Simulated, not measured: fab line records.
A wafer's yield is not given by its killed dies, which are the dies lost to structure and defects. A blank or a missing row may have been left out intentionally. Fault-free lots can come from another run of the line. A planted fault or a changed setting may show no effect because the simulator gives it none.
What tool caused it? ; flow n5 finfet ; 25 wafers from 10 lots sampled at 5 of the route's 1938 steps

## WHAT THE GAUGES READ, wafer by wafer
N5_BEOL_M4_RC_MEAS_101. Usual: DIBL_N 35.8 mV/V, standard deviation 1.6; DIBL_P 36.0 mV/V, standard deviation 2.1; IOFF_N 0.153 nA/um, standard deviation 0.026; IOFF_P 0.21 nA/um, standard deviation 0.037; ION_N 673 uA/um, standard deviation 11; ION_P 462 uA/um, standard deviation 7.6; SS_N 71.4 mV/dec, standard deviation 0.53; SS_P 73.2 mV/dec, standard deviation 0.67; VT_N 250 mV, standard deviation 3.2; VT_P -250 mV, standard deviation 3.7.
lot;measured;on;DIBL_N (mV/V);DIBL_P (mV/V);IOFF_N (nA/um);IOFF_P (nA/um);ION_N (uA/um);ION_P (uA/um);SS_N (mV/dec);SS_P (mV/dec);VT_N (mV);VT_P (mV);flag
L802;day 8 01:25;prober-02;37.3 33.5 37.9;39.2 33.7 38.8;0.188 0.117 0.207;0.26 0.17 0.27;684 662 700;476 463 476;70.9 71.1 71.1;74.0 72.5 74.2;245 256 243;-248 -251 -245;
L806;day 9 06:08;prober-01;37.5 37.4 36.8;36.1 36.3 35.5;0.193 0.183 0.180;0.24 0.25 0.24;691 685 697;468 471 476;71.4 70.9 70.6;73.7 73.9 72.9;245 246 245;-246 -243 -243;
L807;day 9 06:33;prober-02;34.5 33.6 33.7;35.5 34.5 34.1;0.142 0.126 0.124;0.20 0.17 0.17;675 665 670;468 452 447;71.3 71.1 71.2;72.8 72.9 72.5;251 250 252;-250 -254 -252;
L811;day 10 08:57;prober-01;35.2 35.3;35.2 35.7;0.136 0.153;0.18 0.20;671 688;462 468;71.4 70.8;73.4 72.8;250 249;-252 -249;
L813;day 11 05:25;prober-01;35.2 37.1;36.0 39.2;0.160 0.186;0.18 0.24;670 670;455 452;71.9 71.4;73.3 74.0;251 246;-252 -250;
L814;day 11 00:41;prober-02;33.4 33.7;32.2 32.9;0.113 0.112;0.16 0.17;656 659;449 457;71.4 70.6;71.8 72.4;254 255;-252 -251;
L815;day 11 11:49;prober-01;34.2 34.2 35.0;35.2 34.9 35.9;0.139 0.136 0.168;0.20 0.21 0.23;672 676 678;467 472 466;71.2 71.8 71.3;72.5 72.8 73.4;252 253 247;-251 -248 -249;
L816;day 11 09:40;prober-02;38.2;38.4;0.195;0.25;687;470;71.4;74.1;247;-247;
L820;day 12 10:37;prober-02;35.1 35.8 32.7;34.1 34.5 30.9;0.127 0.131 0.093;0.16 0.16 0.12;657 661 662;454 452 448;71.6 71.3 70.3;72.5 72.6 71.9;253 254 259;-257 -257 -255;
L824;day 13 14:36;prober-01;33.2 34.2 37.3;32.0 32.8 37.4;0.110 0.118 0.188;0.15 0.15 0.24;664 667 685;457 458 467;70.9 71.0 71.0;71.6 72.4 73.3;256 253 246;-254 -256 -250;

## EACH LOT AND THE TOOL THAT RAN IT (in order: tool; ch and the chambers of the sampled wafers; start)
lot;N5_MOL_CONTACT_COAG_ETCH_105;N5_MOL_CONTACT_COAG_CONTACT_ETCH_14;N5_MOL_CONTACT_COAG_SIL_ANNEAL_21;N5_MOL_CONTACT_COAG_ALD_27
L802;rie diel-06 ch 0,1,3, day 4 16:07;rie diel-06 ch 0,1,3, day 4 16:14;rtp anneal-01 ch 0, day 4 18:22;ald sin-01 ch 0,2,3, day 4 22:55
L806;rie diel-06 ch 0,3, day 5 14:15;rie diel-06 ch 0,3, day 5 14:23;rtp anneal-01 ch 0, day 5 15:44;ald sin-01 ch 0,3, day 5 20:39
L807;rie diel-05 ch 2,3, day 5 21:31;rie diel-05 ch 2,3, day 5 21:39;rtp anneal-01 ch 0, day 5 22:50;ald sin-02 ch 0,2, day 6 08:49
L811;rie diel-01 ch 0,3, day 6 23:22;rie diel-01 ch 0,3, day 6 23:29;rtp anneal-01 ch 0, day 7 02:37;ald sin-01 ch 1,3, day 7 06:54
L813;rie diel-06 ch 0,3, day 7 11:40;rie diel-06 ch 0,3, day 7 11:47;rtp anneal-01 ch 0, day 7 15:31;ald sin-01 ch 1,2, day 7 21:31
L814;rie diel-06 ch 0,2, day 7 21:04;rie diel-06 ch 0,2, day 7 21:11;rtp anneal-01 ch 0, day 7 22:36;ald sin-01 ch 2,3, day 8 04:28
L815;rie diel-06 ch 0,1, day 7 22:26;rie diel-06 ch 0,1, day 7 22:34;rtp anneal-01 ch 0, day 8 01:20;ald sin-02 ch 0,1,2, day 8 07:47
L816;rie diel-05 ch 3, day 8 02:37;rie diel-05 ch 3, day 8 02:44;rtp anneal-01 ch 0, day 8 04:02;ald sin-01 ch 1, day 8 08:02
L820;rie diel-06 ch 0,1,3, day 9 03:02;rie diel-06 ch 0,1,3, day 9 03:10;rtp anneal-01 ch 0, day 9 04:52;ald sin-02 ch 0,1,2, day 9 08:49
L824;rie diel-01 ch 0,2,3, day 10 04:20;rie diel-01 ch 0,2,3, day 10 04:28;rtp anneal-01 ch 0, day 10 05:55;ald sin-01 ch 1,2,3, day 10 12:01
- N5_MOL_CONTACT_COAG_ETCH_105: etches SiARC in CF4, target depth 15.6 nm, time 26 s.
- N5_MOL_CONTACT_COAG_CONTACT_ETCH_14: etches SiO2 in C4F6/O2, target depth 27.5 nm, overetch 8.5 nm, time 20 s.
- N5_MOL_CONTACT_COAG_SIL_ANNEAL_21: time 60 s.
- N5_MOL_CONTACT_COAG_ALD_27: deposits SiOC, target thk 17 nm, pulse time 1.5 s, time 2720 s.

## WHAT THE TOOLS THEMSELVES READ (means of the sampled wafers that have a number; where no wafer has one, the mark that the record gives instead)
N5_MOL_CONTACT_COAG_ETCH_105. Usual: drypump motor current A 5.6 A, standard deviation 0.55; etch rf on time s 26.2 s, standard deviation 0.41; oes product au 0.66 a.u., standard deviation 0.058; rf vpp V 184.4 V, standard deviation 1.1; showerhead plenum p Torr 2.17 Torr, standard deviation 0.059; throttle valve pct 15.69 %, standard deviation 0.2.
lot;tool;drypump motor current A (A);etch rf on time s (s);oes product au (a.u.);rf vpp V (V);showerhead plenum p Torr (Torr);throttle valve pct (%);flag
L802;rie diel-06;5.3;26.0;0.69;184.0;2.14;15.61;
L806;rie diel-06;5.5;25.4;0.69;184.7;2.13;15.74;
L807;rie diel-05;5.5;26.2;0.71;185.2;2.24;15.46;
L811;rie diel-01;5.2;25.8;0.69;184.0;2.15;15.80;
L813;rie diel-06;5.3;26.0;0.68;183.6;2.12;15.71;
L814;rie diel-06;5.8;26.2;0.66;184.2;2.15;15.71;
L815;rie diel-06;5.0;26.1;0.71;183.6;2.12;15.58;
L816;rie diel-05;5.7;26.4;0.73;186.4;2.26;15.27;
L820;rie diel-06;5.3;26.2;0.66;184.0;2.13;15.69;
L824;rie diel-01;5.4;26.1;0.64;184.7;2.16;15.83;

N5_MOL_CONTACT_COAG_CONTACT_ETCH_14. Usual: drypump motor current A 5.6 A, standard deviation 0.55; oes product au 0.66 a.u., standard deviation 0.057; rf vpp V 694.0 V, standard deviation 2.8; showerhead plenum p Torr 2.92 Torr, standard deviation 0.083; throttle valve pct 21.34 %, standard deviation 0.22.
lot;tool;drypump motor current A (A);oes product au (a.u.);rf vpp V (V);showerhead plenum p Torr (Torr);throttle valve pct (%);flag
L802;rie diel-06;5.3;0.69;692.3;2.86;21.22;
L806;rie diel-06;5.5;0.68;691.8;2.85;21.30;
L807;rie diel-05;5.5;0.70;697.5;3.03;21.15;
L811;rie diel-01;5.2;0.67;694.1;2.90;21.55;
L813;rie diel-06;5.3;0.68;691.2;2.83;21.30;
L814;rie diel-06;5.8;0.67;694.0;2.88;21.31;
L815;rie diel-06;5.0;0.70;690.3;2.83;21.18;
L816;rie diel-05;5.7;0.73;697.9;3.03;20.94;
L820;rie diel-06;5.3;0.66;691.3;2.85;21.25;
L824;rie diel-01;5.5;0.63;693.6;2.91;21.53;

N5_MOL_CONTACT_COAG_SIL_ANNEAL_21. Usual: lamp power pct 6.5 %, standard deviation 0.39; wafer_temp_C_max 552.7, standard deviation 0.55.
lot;tool;lamp power pct (%);wafer_temp_C_max;flag
L802;rtp anneal-01;6.3;552.4;
L806;rtp anneal-01;6.3;553.0;
L807;rtp anneal-01;6.3;552.5;
L811;rtp anneal-01;6.3;552.5;
L813;rtp anneal-01;6.3;552.8;
L814;rtp anneal-01;6.3;552.8;
L815;rtp anneal-01;6.3;552.9;
L816;rtp anneal-01;6.3;553.0;
L820;rtp anneal-01;6.3;552.3;
L824;rtp anneal-01;6.3;553.3;

N5_MOL_CONTACT_COAG_ALD_27. Usual: heater power w 838 W, standard deviation 86; precursor pulse height rel 1.000, standard deviation 0.019; run length s 2769.8 s, standard deviation 0.57.
lot;tool;heater power w (W);precursor pulse height rel;run length s (s);flag
L802;ald sin-01;864;1.001;2769.2;
L806;ald sin-01;862;1.008;2769.2;
L807;ald sin-02;804;1.006;2770.8;
L811;ald sin-01;862;1.016;2457.4;OFF
L813;ald sin-01;796;1.002;2457.4;OFF
L814;ald sin-01;876;0.986;2457.6;OFF
L815;ald sin-02;844;1.006;2770.0;
L816;ald sin-01;791;1.021;2769.7;
L820;ald sin-02;847;0.999;2770.0;
L824;ald sin-01;857;1.017;2769.9;

## THE ANSWER, worked out from the rows above alone
Rule: lot off if the mean of its wafers having a number is beyond 3 standard deviations from the usual mean. Also off: a lot with no number at a reading for which 4 or more lots have one. The other lots that the step has rows for count as sound. After the gauges, taken in route order, come the tools' own readings; for these a lot's mean is taken, as printed above. At the first step where some lot is off, the reading lying furthest off is the one used; lots without a number count as furthest.
Off, at N5_MOL_CONTACT_COAG_ALD_27 on run length s: L811, L813, L814.
If a tool, at that step or one of the process steps before it, ran each lot that is off and ran no sound lot following the first of them, it fits. No candidate that was tried fits.

## WHAT HAD BEEN PUT IN BY THE SIMULATOR
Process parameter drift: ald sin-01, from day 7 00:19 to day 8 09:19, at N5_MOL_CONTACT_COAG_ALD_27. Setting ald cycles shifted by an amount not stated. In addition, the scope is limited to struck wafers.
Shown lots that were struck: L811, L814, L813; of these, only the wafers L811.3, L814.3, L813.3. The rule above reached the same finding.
